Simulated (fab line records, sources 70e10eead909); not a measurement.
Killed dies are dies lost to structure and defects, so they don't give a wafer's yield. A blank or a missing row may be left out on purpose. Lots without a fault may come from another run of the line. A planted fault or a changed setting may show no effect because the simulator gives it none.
One fault seen from 3 desks | flow nand_harc | each desk has only its own numbers; what lay behind them comes last

THE METROLOGY DESK
What the gauges read, lot by lot, whatever tool the lot ran on: means of the sampled wafers that have a number. A lot is out of limits, marked OUT, if its mean lies more than 4 standard deviations from the usual mean; the brackets give that distance.
Columns: A = cd_nm at NHARC_A_CHANNEL_HOLE_D1_CD_MEAS_10, usual 100.0 nm; B = overlay_x_nm at NHARC_A_CHANNEL_HOLE_D1_OVL_MEAS_11, usual -0.1 nm; C = overlay_y_nm at NHARC_A_CHANNEL_HOLE_D1_OVL_MEAS_11, usual 0.0 nm; D = cd_nm at NHARC_A_CHANNEL_HOLE_D1_CD_MEAS_18, usual 99.4 nm
lot  | first seen here | A     | B    | C    | D
L342 | day 8 17:45     | 99.8  | 0.1  | 0.7  | 102.3
L344 | day 9 03:04     | 100.2 | -0.5 | 1.0  | 98.9
L353 | day 11 07:11    | 99.7  | 0.0  | 1.2  | 103.2
L351 | day 12 07:38    | 100.2 | -1.9 | -0.7 | 103.3
L354 | day 12 07:49    | 100.3 | -0.5 | 0.3  | 99.6
L363 | day 14 01:08    | 99.6  | 0.7  | -0.4 | 98.1
This desk's finding: nothing out of limits on any of the 6 lots.

THE DEFECT DESK
What the inspections along the route counted, lot by lot: means of the sampled wafers that have a number. A lot is out of limits, marked OUT, if its mean lies more than 4 standard deviations from the usual mean; the brackets give that distance.
Columns: A = raw_defect_count at NHARC_A_CHANNEL_HOLE_D1_INSPECT_12, usual 5.4
lot  | first seen here | A
L342 | day 8 17:52     | 5.3
L344 | day 9 03:11     | 6.3
L353 | day 11 07:19    | 5.0
L351 | day 12 07:46    | 9.7
L354 | day 12 07:58    | 8.0
L363 | day 14 01:16    | 7.7
This desk's finding: nothing out of limits on any of the 6 lots.

THE TOOL OWNER'S DESK: rie_diel-12
The tool's own readings at NHARC_A_CHANNEL_HOLE_D1_ETCH_34 (etches the open film in CF4/CHF3, target depth 154 nm, time 77 s): means of the sampled wafers that have a number, for each lot that ran on this tool. A lot is out of limits, marked OUT, if its mean lies more than 4 standard deviations from the usual mean; the brackets give that distance.
Columns: A = bias_w at NHARC_A_CHANNEL_HOLE_D1_ETCH_34, usual 200.0 W; B = cf4_flow_sccm at NHARC_A_CHANNEL_HOLE_D1_ETCH_34, usual 100.0 sccm; C = drypump_motor_current_A at NHARC_A_CHANNEL_HOLE_D1_ETCH_34, usual 5.59 A; D = oes_product_au at NHARC_A_CHANNEL_HOLE_D1_ETCH_34, usual 0.939 a.u.; E = rf_vpp_V at NHARC_A_CHANNEL_HOLE_D1_ETCH_34, usual 371.0 V; F = showerhead_plenum_p_Torr at NHARC_A_CHANNEL_HOLE_D1_ETCH_34, usual 1.59 Torr; G = throttle_valve_pct at NHARC_A_CHANNEL_HOLE_D1_ETCH_34, usual 16.802 %
lot  | first seen here | A     | B     | C    | D                | E     | F    | G
L342 | day 8 18:22     | 200.1 | 100.1 | 5.61 | 0.925            | 371.8 | 1.59 | 16.808
L353 | day 11 07:48    | 199.6 | 100.3 | 5.63 | 1.262 (+14) OUT  | 369.9 | 1.55 | 16.799
L351 | day 12 08:16    | 199.9 | 99.9  | 5.69 | 1.167 (+9.9) OUT | 370.6 | 1.58 | 16.797
This desk's finding: out of limits on L351, L353; first on L353, day 11 07:48 (oes_product_au at NHARC_A_CHANNEL_HOLE_D1_ETCH_34). In limits: L342.

PUT TOGETHER
The tool owner's desk could have raised an alarm at day 11 07:48, on L351, L353.
The metrology desk saw nothing out of limits.
The defect desk saw nothing out of limits.
The metrology desk has L351, L353 on record, within its limits.
The defect desk has L351, L353 on record, within its limits.
Of the lots named, all ran NHARC_A_CHANNEL_HOLE_D1_ETCH_34 on rie_diel-12.

WHAT THE SIMULATOR HAD PUT IN
Process parameter drift: rie_diel-12, from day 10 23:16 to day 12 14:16, at NHARC_A_CHANNEL_HOLE_D1_ETCH_34. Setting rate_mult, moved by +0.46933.
Lots struck among those shown: L351, L353.
Hours from the fault's start to each desk's first reading out of limits: the tool owner's desk, 9.
